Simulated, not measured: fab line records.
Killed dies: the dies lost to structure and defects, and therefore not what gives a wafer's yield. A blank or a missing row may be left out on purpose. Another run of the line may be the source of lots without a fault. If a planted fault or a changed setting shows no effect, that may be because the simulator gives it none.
A lot that was struck, set against a sound lot | flow nand-harc | 42 steps out of a route of 1302
Sound: these wafers, L779.1, L779.2, L779.5. Struck: wafers L774.1, L774.2 (left out: L774.6, a lot-mate that was not struck); the cause follows at the end.
Per side, at each step with rows, come the tool, then ch with its chambers, and then its first start. Under that, the readings that differ: sound wafers | struck wafers | difference of the means | sigmas: that difference in standard deviations of wafers without a fault.
alike: a reading whose means differ by less than 2 such deviations, as well as words and numbers matching on both sides. not compared: withheld readings; readings where some wafer has no value; bounds like >300 that might hide an equal value; numbers whose values overlap and for which the record gives no deviation.
A row with sigmas, a row that says differs or no value, or rows on one side alone: a step with any of these is where the two part. Non-overlapping numbers with no deviation appear without sigmas and do not part them. A reading missing from all wafers of one side parts the sides only when that side holds two or more wafers.

NHARC_P_GATE_STRIP_101: strips in O2, time 20 s.
  sound on rie-diel-13 ch 0,3, day 12 12:58; struck on rie-diel-05 ch 0,1, day 10 06:41
  alike: drypump-motor-current-A, oes-product-au, rf-vpp-V, showerhead-plenum-p-Torr, throttle-valve-pct
  not compared: rf-hours-counter-h
then, 11 steps without rows for these wafers: NHARC_P_GATE_PRECLEAN_97 (cleans in SPM, time 600 s); NHARC_P_GATE_SRD_98; NHARC_P_GATE_PRECLEAN_99 (cleans in SC1); NHARC_P_GATE_SRD_100; NHARC_P_GATE_DEHYDRATE_38 (time 120 s); NHARC_P_GATE_HMDS_39 (time 30 s); NHARC_P_GATE_COAT_40; NHARC_P_GATE_SOFTBAKE_41 (time 95 s); NHARC_P_GATE_EBR_42; NHARC_P_GATE_EXPOSE_43 (exposes mask P NSD, target cd 720 nm); NHARC_P_GATE_PEB_44 (peb time 85 s).
NHARC_P_GATE_DEVELOP_45: time 70 s.
  sound on litho-track-05 ch 0, day 12 13:00; struck on litho-track-03 ch 0, day 10 07:00
then, 1 step without rows for these wafers: NHARC_P_GATE_HARDBAKE_47 (time 80 s).
NHARC_P_GATE_DESCUM_48: chemistry O2, time 3 s.
  sound on rie-diel-13 ch 1,2,3, day 12 14:04; struck on rie-diel-13 ch 1,2, day 10 07:48
  reading                 | sound           | struck      | difference | sigmas
  model.P_GATE.cd-nm (nm) | 717.9 720 717.3 | 120.2 121.3 | -597.6     |
  alike: drypump-motor-current-A, oes-product-au, rf-vpp-V, showerhead-plenum-p-Torr, throttle-valve-pct
  not compared: rf-hours-counter-h
then, 2 steps without rows for these wafers: NHARC_P_GATE_IMPLANT_49; NHARC_P_GATE_STRIP_111 (strips in N2/H2, time 250 s).
NHARC_P_GATE_STRIP_75: strips in O2.
  sound on plasma-asher-01 ch 0,1, day 12 14:43; struck on plasma-asher-01 ch 0,1, day 10 08:38
  alike: drypump-motor-current-A, heater-power-w, temp-c
  not compared: rf-hours-counter-h
then, 10 steps without rows for these wafers: NHARC_P_GATE_STRIP_50 (strips in SPM, time 900 s); NHARC_P_GATE_DEHYDRATE_51 (time 120 s); NHARC_P_GATE_HMDS_52 (time 30 s); NHARC_P_GATE_COAT_53; NHARC_P_GATE_SOFTBAKE_54 (time 95 s); NHARC_P_GATE_EBR_55; NHARC_P_GATE_EXPOSE_56 (exposes mask P PSD, target cd 720 nm); NHARC_P_GATE_PEB_57 (peb time 85 s); NHARC_P_GATE_DEVELOP_58 (time 70 s); NHARC_P_GATE_HARDBAKE_60 (time 80 s).
NHARC_P_GATE_DESCUM_61: chemistry O2, time 3 s.
  sound on rie-diel-05 ch 1,3, day 12 15:41; struck on rie-diel-13 ch 0,2, day 10 09:44
  alike: drypump-motor-current-A, oes-product-au, rf-vpp-V, showerhead-plenum-p-Torr, throttle-valve-pct
  not compared: rf-hours-counter-h
after that, 1 step had no rows for these wafers: NHARC_P_GATE_IMPLANT_62.
NHARC_P_GATE_STRIP_112: strips in N2/H2, time 200 s.
  sound on plasma-asher-02 ch 0,1, day 12 16:04; struck on plasma-asher-02 ch 0,1, day 10 10:07
  alike: drypump-motor-current-A, heater-power-w, temp-c
  not compared: rf-hours-counter-h
NHARC_P_GATE_STRIP_76: strips in O2.
  sound on plasma-asher-02 ch 0,1, day 12 16:19; struck on plasma-asher-02 ch 0,1, day 10 10:22
  alike: drypump-motor-current-A, heater-power-w, temp-c
  not compared: rf-hours-counter-h
then, 8 steps without rows for these wafers: NHARC_P_GATE_STRIP_63 (strips in SPM, time 900 s); NHARC_P_GATE_DEHYDRATE_83 (time 120 s); NHARC_P_GATE_HMDS_84 (time 30 s); NHARC_P_GATE_COAT_85; NHARC_P_GATE_SOFTBAKE_86 (time 95 s); NHARC_P_GATE_EBR_87; NHARC_P_GATE_EXPOSE_88 (exposes mask P HVN, target cd 2000 nm); NHARC_P_GATE_PEB_89 (peb time 85 s).
NHARC_P_GATE_DESCUM_93: chemistry O2, time 3 s.
  sound on rie-diel-13 ch 0,1,2, day 12 17:25; struck on rie-diel-13 ch 1,2, day 10 11:28
  reading                 | sound          | struck      | difference | sigmas
  model.P_GATE.cd-nm (nm) | 1997 2000 2001 | 120.2 121.3 | -1878.6    |
  alike: drypump-motor-current-A, oes-product-au, rf-vpp-V, showerhead-plenum-p-Torr, throttle-valve-pct
  not compared: rf-hours-counter-h
-- record jumps: 18 days between struck wafers' starts before vs after; left off in module P_GATE, resumes in module END, first step shown is number 1302 of the route --
NHARC_END_SORT_01:
  only the struck wafers appear in the record here, on prober-01 ch 0 at day 28 19:52; the sound ones have no rows

== WHERE THEY PART ==
NHARC_END_SORT_01 only, going by this record.

WHY: what the simulator had put in
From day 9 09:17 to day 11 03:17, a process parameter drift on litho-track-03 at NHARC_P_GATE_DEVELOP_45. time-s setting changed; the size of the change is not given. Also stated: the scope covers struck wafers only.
